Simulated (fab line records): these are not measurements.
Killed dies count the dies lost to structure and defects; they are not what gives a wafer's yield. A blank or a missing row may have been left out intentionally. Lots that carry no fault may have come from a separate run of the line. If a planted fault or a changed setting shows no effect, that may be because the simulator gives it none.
Which tool is to blame?    flow nand harc    Sampling: 6 lots, 18 wafers, 2 of 1159 route steps

== WHAT THE GAUGES READ, wafer by wafer ==
NHARC_P_ZERO_WELL_CD_MEAS_52: the cd target is 2000 nm.
lot   measured     on         cd nm (nm)
L862  day 1 23:36  cd sem-02  1999.0 1999.6 2000.0
L866  day 2 23:52  cd sem-01  2000.5 2000.5 1999.5
L868  day 3 11:45  cd sem-03  2001.5 1997.3 2001.6
L872  day 4 11:52  cd sem-02  1996.8 1998.5 1998.7
L874  day 4 23:38  cd sem-01  1999.4 1999.4 1999.9
L876  day 5 11:44  cd sem-01  2001.0 2002.5 2001.7

== WHICH TOOL RAN EACH LOT (tool, then ch and the chambers of the sampled wafers, then the start) ==
lot   NHARC_P_ZERO_WELL_EXPOSE_49
L862  krf scanner-02 ch 0, day 1 23:27
L866  krf scanner-01 ch 0, day 2 23:43
L868  krf scanner-04 ch 0, day 3 11:36
L872  krf scanner-02 ch 0, day 4 11:43
L874  krf scanner-02 ch 0, day 4 23:28
L876  krf scanner-01 ch 0, day 5 11:35
- NHARC_P_ZERO_WELL_EXPOSE_49: exposes mask P HVPW, target cd 2000 nm.

== THE ANSWER, worked out from the rows above alone ==
Rule: the usual values come from the lots themselves. Put in order of their means at a reading, lots are off if they are a third of the lots or fewer, leave a main group of 4 or more, and stand apart from it by a gap of 3 or more times the standard deviation of the main group's means; of several such gaps the widest counts. The tables above print the reading to a certain number of digits; a main group whose means all agree to those digits is not used. Also off: a lot with no number at a reading for which 4 or more lots have one. Any other lot the step has rows for is counted as sound.
No lot is off at any reading shown: from this, nothing can be told.

== WHAT THE SIMULATOR PUT IN ==
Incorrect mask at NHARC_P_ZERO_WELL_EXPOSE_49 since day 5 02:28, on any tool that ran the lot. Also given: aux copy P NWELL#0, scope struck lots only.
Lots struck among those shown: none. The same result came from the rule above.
